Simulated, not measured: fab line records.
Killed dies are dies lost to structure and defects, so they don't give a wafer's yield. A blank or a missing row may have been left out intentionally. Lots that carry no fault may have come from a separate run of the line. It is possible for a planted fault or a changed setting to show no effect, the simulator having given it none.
fab line records	flow nand_harc
record lots=6	wafers=18	last_day=25
route steps=1159 shown A_STAIRCASE@615 END@1159
lots that met no fault: from a run of the same line without faults
start_h: start of the lot's first displayed wafer, in hours after the record's first day	wait_h: how many hours have passed since the lot's step before this one	" identical to the entry in the row above	L1.1+2: a row that stands for several wafers	- either no value or no given start	* or withheld: withheld	< > ~ a bound
route shown NAME@n: a module of which the file shows steps, and the number in the route of the first	usual: mean/standard deviation of fault-free wafers	same: alike in all rows	chamber/n: place in a boat	sites: the reading at each site	_std_site: their standard deviation	_edge_site: inner sites' mean taken away from outer sites' mean	radius_mm: for every site, how far away it sits from the centre of the wafer	mask NAME#n: copy n	behind: the tool/chamber that last shaped the wafer	hold: what put the lot on hold/how long, in hours/how the hold closed	device: which transistor (n, p or np) failed to switch	end of line: tests of these same wafers at the route's end	a step given without rows: its recipe and nothing more	killed: count of dies lost to structure and defects at first sort (not the wafer's yield)	map: a wafer's dies, marking killed ones x, the rest . and places with no die _
set.NAME: the setting the step ran with; set.NAME@STEP: the setting that earlier step ran with	model.NAME: the simulator's own value behind a step, which no gauge read
lots at some steps of the route; a table a step, a row a wafer
services: the hour from which a tool's chamber was out of use, counted from the record's first day as start_h (under 0 if before that day), plus the number of hours and why
## steps
# step NHARC_A_STAIRCASE_ETCH_221
# recipe target_depth_a=1000	time_s=40.5	ion_energy_ev=400	c4f8_flow_sccm=20	o2_flow_sccm=10	ar_flow_sccm=withheld	rf_w=600	bias_w=1000	chemistry=C4F8/O2
# step NHARC_A_STAIRCASE_TRIM_222
# recipe time_s=211.2	o2_flow_sccm=500	ar_flow_sccm=0	bias_w=0	chemistry=O2
# usual chamber_pressure_mTorr=60.00/0.059	drypump_motor_current_A=5.9/0.41	mfc_ar_sccm=0.009/0.014	oes_product_au=1.005/0.014	rf_vpp_V=57.9/0.9	showerhead_plenum_p_Torr=3.53/0.13	throttle_valve_pct=17.036/0.0086
lot.wafer	tool	chamber	start_h	wait_h	chamber_pressure_mTorr	drypump_motor_current_A	mfc_ar_sccm	oes_product_au	rf_hours_counter_h	rf_vpp_V	showerhead_plenum_p_Torr	throttle_valve_pct
L145.2	rie_diel-01	2	-	-	60.07	6.3	0	0.996	50	59.0	3.72	17.027
L145.4	"	3	"	"	59.91	5.0	0.027	1.005	45	57.6	3.68	17.025
L145.5	"	0	"	"	59.88	5.8	0	1.005	-	57.4	3.27	17.044
L148.2	rie_diel-08	0	-	-	59.88	6.2	0	1.009	62	58.8	3.53	17.036
L148.3	"	1	"	"	60.04	6.1	0.020	1.001	64	58.6	3.42	17.047
L148.6	"	0	"	"	59.99	6.2	0	1.017	-	57.8	3.53	17.037
L156.1	rie_diel-03	2	-	-	60.07	5.5	0.044	1.000	45	58.8	3.60	17.030
L156.3	"	3	"	"	60.08	5.6	0	1.005	46	57.4	3.48	17.031
L156.2	"	0	"	"	59.94	5.7	0	1.003	47	58.9	3.59	17.036
L157.2	rie_diel-08	1	-	-	60.02	6.0	0.020	1.000	21	58.8	3.41	17.027
L157.1	"	3	"	"	59.97	6.5	0.007	1.023	21	58.1	3.36	17.044
L157.6	"	1	"	"	59.92	6.0	0.020	0.993	-	57.3	3.41	17.038
L160.1	rie_diel-01	3	-	-	60.09	5.1	0.027	0.985	11	58.1	3.66	17.043
L160.5	"	3	"	"	60.00	5.1	0.027	1.000	-	59.6	3.66	17.042
L160.6	"	0	"	"	59.92	5.9	0	0.991	-	58.0	3.80	17.035
L161.4	rie_diel-01	3	-	-	59.92	5.0	0.027	0.991	18	57.7	3.66	17.042
L161.1	"	1	"	"	60.08	5.2	0.016	0.995	18	59.4	3.76	17.039
L161.5	"	3	"	"	59.98	5.0	0.027	0.985	-	57.3	3.66	17.047
# step NHARC_A_STAIRCASE_ETCH_223
# recipe target_depth_a=1000	time_s=40.5	ion_energy_ev=400	c4f8_flow_sccm=20	o2_flow_sccm=10	ar_flow_sccm=withheld	rf_w=600	bias_w=1000	chemistry=C4F8/O2
# step NHARC_A_STAIRCASE_TRIM_224
# recipe time_s=211.2	o2_flow_sccm=500	ar_flow_sccm=0	bias_w=0	chemistry=O2
# step NHARC_A_STAIRCASE_ETCH_225
# recipe target_depth_a=1000	time_s=40.5	ion_energy_ev=400	c4f8_flow_sccm=20	o2_flow_sccm=10	ar_flow_sccm=withheld	rf_w=600	bias_w=1000	chemistry=C4F8/O2
# step NHARC_A_STAIRCASE_TRIM_226
# recipe time_s=211.2	o2_flow_sccm=500	ar_flow_sccm=0	bias_w=0	chemistry=O2
# step NHARC_A_STAIRCASE_ETCH_227
# recipe target_depth_a=1000	time_s=40.5	ion_energy_ev=400	c4f8_flow_sccm=20	o2_flow_sccm=10	ar_flow_sccm=withheld	rf_w=600	bias_w=1000	chemistry=C4F8/O2
# step NHARC_A_STAIRCASE_TRIM_229
# recipe time_s=211.2	o2_flow_sccm=500	ar_flow_sccm=0	bias_w=0	chemistry=O2
# usual chamber_pressure_mTorr=59.99/0.049	drypump_motor_current_A=6.0/0.42	mfc_ar_sccm=0.008/0.012	oes_product_au=1.007/0.015	rf_vpp_V=57.8/0.92	showerhead_plenum_p_Torr=3.53/0.13	throttle_valve_pct=17.037/0.0087
lot.wafer	tool	chamber	start_h	wait_h	chamber_pressure_mTorr	drypump_motor_current_A	mfc_ar_sccm	oes_product_au	rf_hours_counter_h	rf_vpp_V	showerhead_plenum_p_Torr	throttle_valve_pct
L145.4	rie_diel-03	1	296.22	0.1	60.09	5.7	0	1.005	25	58.6	3.43	17.032
L145.2	"	3	"	"	59.98	5.6	0	0.979	24	58.5	3.49	17.020
L145.5	"	1	"	"	60.09	5.7	0	1.002	-	57.9	3.43	17.042
L148.2	rie_diel-03	2	301.33	0.1	59.93	5.5	0.044	1.000	27	57.9	3.61	17.034
L148.3	"	0	"	"	60.04	5.7	0	0.998	28	57.8	3.60	17.047
L148.6	"	2	"	"	60.03	5.5	0.044	1.013	-	59.9	3.61	17.030
L156.3	rie_diel-08	0	354.87	0.1	59.95	6.2	0	1.012	16	57.9	3.52	17.017
L156.2	"	1	"	"	59.98	6.1	0.020	0.986	18	56.4	3.41	17.058
L156.1	"	2	"	"	60.01	6.3	0	1.004	17	58.0	3.57	17.043
L157.1	rie_diel-01	2	363.05	0.1	59.92	6.4	0	0.986	10	57.9	3.71	17.043
L157.2	"	3	"	"	60.05	5.0	0.027	0.993	10	59.0	3.66	17.028
L157.6	"	2	"	"	60.00	6.4	0	0.988	-	58.3	3.71	17.036
L160.1	rie_diel-01	2	367.70	0.1	60.00	6.3	0	0.982	11	59.3	3.71	17.031
L160.5	"	0	"	"	60.03	5.8	0	0.999	-	57.6	3.80	17.035
L160.6	"	1	"	"	60.06	5.2	0.016	1.005	-	58.3	3.76	17.034
L161.4	rie_diel-08	2	390.49	0.1	59.97	6.2	0	1.013	30	57.0	3.57	17.045
L161.1	"	0	"	"	59.91	6.2	0	1.036	27	59.0	3.51	17.028
L161.5	"	3	"	"	59.96	6.5	0.007	1.038	-	55.8	3.35	17.029
# step NHARC_A_STAIRCASE_ETCH_230
# recipe target_depth_a=1000	time_s=40.5	ion_energy_ev=400	c4f8_flow_sccm=20	o2_flow_sccm=10	ar_flow_sccm=withheld	rf_w=600	bias_w=1000	chemistry=C4F8/O2
# usual chamber_pressure_mTorr=25.001/0.024	oes_product_au=0.963/0.022	rf_vpp_V=896/4.8
lot.wafer	tool	chamber	start_h	wait_h	chamber_pressure_mTorr	oes_product_au	rf_hours_counter_h	rf_vpp_V
L145.2	rie_diel-03	0	-	-	25.034	0.969	25	897
L145.4	"	1	"	"	24.947	0.946	25	893
L145.5	"	1	"	"	25.017	0.935	-	891
L148.3	rie_diel-03	0	-	-	24.994	0.999	28	899
L148.2	"	1	"	"	25.013	0.956	28	892
L148.6	"	1	"	"	25.000	0.948	-	894
L156.3	rie_diel-08	1	-	-	24.991	0.983	18	891
L156.2	"	3	"	"	25.017	0.996	15	888
L156.1	"	0	"	"	25.014	0.975	16	895
L157.2	rie_diel-01	3	-	-	24.993	0.940	10	901
L157.1	"	1	"	"	25.020	0.959	10	905
L157.6	"	2	"	"	25.031	0.919	-	901
L160.1	rie_diel-01	3	-	-	24.972	0.944	12	900
L160.6	"	1	"	"	25.026	0.944	-	906
L160.5	"	2	"	"	25.037	0.926	-	903
L161.4	rie_diel-08	3	-	-	25.001	0.987	28	891
L161.1	"	2	"	"	25.031	0.977	30	897
L161.5	"	3	"	"	24.966	0.982	-	890
# step NHARC_A_STAIRCASE_TRIM_231
# recipe time_s=211.2	o2_flow_sccm=500	ar_flow_sccm=0	bias_w=0	chemistry=O2
# step NHARC_A_STAIRCASE_ETCH_232
# recipe target_depth_a=1000	time_s=40.5	ion_energy_ev=400	c4f8_flow_sccm=20	o2_flow_sccm=10	ar_flow_sccm=withheld	rf_w=600	bias_w=1000	chemistry=C4F8/O2
# usual chamber_pressure_mTorr=25.000/0.023	oes_product_au=0.954/0.019	rf_vpp_V=896/4.8
lot.wafer	tool	chamber	start_h	wait_h	chamber_pressure_mTorr	oes_product_au	rf_hours_counter_h	rf_vpp_V
L145.2	rie_diel-03	0	-	-	24.977	0.954	25	899
L145.4	"	2	"	"	24.967	0.932	25	898
L145.5	"	3	"	"	24.998	0.924	-	895
L148.2	rie_diel-03	1	-	-	24.995	0.962	28	894
L148.3	"	3	"	"	24.977	0.940	27	894
L148.6	"	1	"	"	24.980	0.958	-	893
L156.1	rie_diel-08	1	-	-	25.012	0.964	18	891
L156.3	"	3	"	"	25.046	0.982	16	891
L156.2	"	0	"	"	25.024	0.975	16	896
L157.1	rie_diel-01	1	-	-	25.003	0.938	11	905
L157.2	"	0	"	"	24.960	0.925	11	907
L157.6	"	1	"	"	24.953	0.935	-	905
L160.1	rie_diel-01	2	-	-	25.009	0.944	11	905
L160.5	"	1	"	"	25.045	0.948	-	904
L160.6	"	2	"	"	25.039	0.943	-	902
L161.1	rie_diel-08	2	-	-	25.004	0.957	30	898
L161.4	"	3	"	"	25.007	0.967	29	890
L161.5	"	3	"	"	25.002	0.984	-	890
# step NHARC_A_STAIRCASE_TRIM_233
# recipe time_s=211.2	o2_flow_sccm=500	ar_flow_sccm=0	bias_w=0	chemistry=O2
# usual chamber_pressure_mTorr=60.01/0.053	drypump_motor_current_A=6.0/0.42	mfc_ar_sccm=0.008/0.013	oes_product_au=1.005/0.016	rf_vpp_V=57.7/0.93	showerhead_plenum_p_Torr=3.53/0.13	throttle_valve_pct=17.036/0.01
lot.wafer	tool	chamber	start_h	wait_h	chamber_pressure_mTorr	drypump_motor_current_A	mfc_ar_sccm	oes_product_au	rf_hours_counter_h	rf_vpp_V	showerhead_plenum_p_Torr	throttle_valve_pct
L145.4	rie_diel-03	0	296.76	-	59.96	5.7	0	1.182	25	57.2	3.60	17.025
L145.2	"	1	"	"	59.95	5.7	0	1.001	25	56.9	3.43	17.028
L145.5	"	0	"	"	59.94	5.7	0	1.014	-	57.8	3.60	17.043
L148.3	rie_diel-03	0	301.81	-	59.95	5.7	0	1.020	28	59.2	3.60	17.015
L148.2	"	2	"	"	60.14	5.5	0.044	1.011	27	58.4	3.61	17.037
L148.6	"	1	"	"	59.99	5.7	0	1.197	-	57.2	3.43	17.025
L156.1	rie_diel-08	3	355.35	-	60.06	6.5	0.007	1.036	16	57.9	3.36	17.021
L156.3	"	0	"	"	60.05	6.2	0	1.014	16	59.2	3.52	17.021
L156.2	"	2	"	"	60.03	6.3	0	1.018	18	58.2	3.57	17.052
L157.1	rie_diel-01	3	363.67	-	60.03	5.1	0.027	0.994	11	58.5	3.66	17.033
L157.2	"	2	"	"	60.01	6.3	0	0.991	10	58.5	3.71	17.038
L157.6	"	0	"	"	60.02	5.9	0	1.001	-	58.3	3.80	17.025
L160.1	rie_diel-01	2	368.17	-	60.08	6.3	0	0.978	11	58.0	3.71	17.030
L160.5	"	1	"	"	59.98	5.2	0.016	0.999	-	59.0	3.76	17.049
L160.6	"	2	"	"	59.93	6.3	0	0.981	-	57.4	3.71	17.045
L161.4	rie_diel-08	2	391.01	-	60.02	6.2	0	1.001	30	58.4	3.57	17.037
L161.1	"	0	"	"	60.02	6.2	0	1.018	27	55.9	3.51	17.022
L161.5	"	1	"	"	60.02	6.1	0.020	0.990	-	58.2	3.41	17.039
# step NHARC_A_STAIRCASE_ETCH_234
# recipe target_depth_a=1000	time_s=40.5	ion_energy_ev=400	c4f8_flow_sccm=20	o2_flow_sccm=10	ar_flow_sccm=withheld	rf_w=600	bias_w=1000	chemistry=C4F8/O2
# usual chamber_pressure_mTorr=25.001/0.023	oes_product_au=0.950/0.016	rf_vpp_V=896/4.6
lot.wafer	tool	chamber	start_h	wait_h	chamber_pressure_mTorr	oes_product_au	rf_hours_counter_h	rf_vpp_V
L145.4	rie_diel-03	1	-	-	24.998	0.940	25	894
L145.2	"	3	"	"	25.033	0.925	25	895
L145.5	"	0	"	"	24.997	0.963	-	899
L148.2	rie_diel-03	3	-	-	25.047	0.935	27	895
L148.3	"	0	"	"	24.997	0.948	28	897
L148.6	"	3	"	"	25.026	0.933	-	895
L156.3	rie_diel-08	3	-	-	25.039	0.963	16	891
L156.2	"	0	"	"	24.972	0.965	16	895
L156.1	"	2	"	"	25.029	0.968	18	897
L157.1	rie_diel-01	1	-	-	25.022	0.947	11	905
L157.2	"	3	"	"	24.985	0.924	11	901
L157.6	"	1	"	"	25.027	0.942	-	905
L160.1	rie_diel-01	3	-	-	25.001	0.945	12	901
L160.6	"	2	"	"	24.974	0.926	-	903
L160.5	"	3	"	"	25.023	0.938	-	901
L161.1	rie_diel-08	3	-	-	24.986	0.975	29	891
L161.4	"	0	"	"	25.013	0.953	27	896
L161.5	"	3	"	"	24.978	0.969	-	889
# step NHARC_END_SORT_01
# recipe temp_c=25
# usual killed_at_array=27/10	killed_at_other=0.6/0.96	killed_at_periphery=3.4/2.7	killed_dies=31/10	killed_open=2.9/1.8	killed_short=1.8/1.4
# same gross_dies=677
lot.wafer	tool	chamber	start_h	wait_h	killed_at_array	killed_at_other	killed_at_periphery	killed_dies	killed_open	killed_short
L148.2	prober-02	0	493.59	2.8	15	1	3	19	5	3
L148.3	prober-02	0	494.40	3.1	19	0	3	22	1	1
L148.6	prober-02	0	496.81	4.0	14	0	1	15	2	3
# killed by level:class
L148.2 A_CHANNEL_HOLE_D1:chamber_film_flake=5 A_STAIRCASE:chamber_film_flake=4 A_CONTACT:geometric_particle:open=2 P_STI:geometric_particle:open=1 P_M0:geometric_particle:open=1 A_SOURCE_PLATE:geometric_particle:short=1 A_ONON_D1:geometric_particle:open=1 A_WL_FILL:geometric_particle:short=1
L148.3 A_STAIRCASE:chamber_film_flake=8 A_BLC:chamber_film_flake=5 A_CHANNEL_HOLE_D1:chamber_film_flake=4 P_M1:chamber_film_flake=2 P_CONTACT:geometric_particle:open=1 A_CONTACT:geometric_particle:short=1 A_SLIT:chamber_film_flake=1
L148.6 A_STAIRCASE:chamber_film_flake=4 A_CHANNEL_HOLE_D1:chamber_film_flake=3 A_BLC:chamber_film_flake=2 P_GATE:geometric_particle:open=1 A_STAIRCASE:geometric_particle:short=1 A_SGD_CUT:geometric_particle:short=1 A_WL_FILL:geometric_particle:short=1 A_WL_FILL:geometric_particle:open=1
## services
tool	chamber	start_h	hours	kind
rie_diel-01	0	277.95	-	clean
rie_diel-01	1	277.95	-	clean
rie_diel-01	2	277.95	-	clean
rie_diel-01	3	277.95	-	clean
rie_diel-08	-	301.80	9.0	pm
rie_diel-01	0	302.45	-	clean
rie_diel-01	1	302.45	-	clean
rie_diel-01	2	302.45	-	clean
rie_diel-01	3	302.45	-	clean
rie_diel-01	-	323.45	9.0	pm
rie_diel-01	0	323.45	9.0	vent_cycle
rie_diel-01	1	323.45	9.0	vent_cycle
rie_diel-01	2	323.45	9.0	vent_cycle
rie_diel-01	3	323.45	9.0	vent_cycle
rie_diel-01	0	332.45	-	clean
rie_diel-01	0	332.45	-	consumable_replace:showerhead
rie_diel-01	1	332.45	-	clean
rie_diel-01	2	332.45	-	clean
rie_diel-01	3	332.45	-	clean
rie_diel-01	0	356.95	-	clean
rie_diel-01	1	356.95	-	clean
rie_diel-01	2	356.95	-	clean
rie_diel-01	3	356.95	-	clean
rie_diel-01	0	381.53	-	clean
## key
first_sign step=NHARC_A_STAIRCASE_TRIM_233	reading=oes_product_au	direction=up	sigmas=12	usual=1.005	struck=1.190
effect none on later readings
met_at NHARC_A_STAIRCASE_TRIM_233
struck_wafers L145.4,L148.6
tester_left_out L145,L148
fault kind=process_parameter_drift	tool=rie_diel-03	chamber=-	onset_h=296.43	steps=NHARC_A_STAIRCASE_TRIM_233	channel=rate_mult	offset=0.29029	shape=step	end_h=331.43	scope=struck_wafers_only
# tester_left_out: of these lots the tester's yield and bins aren't shown, on N5 and GAA mostly nor the transistor test; their killed dies are dies lost to structure and defects alone, not to doping, threshold or leakage, so they don't give the yield
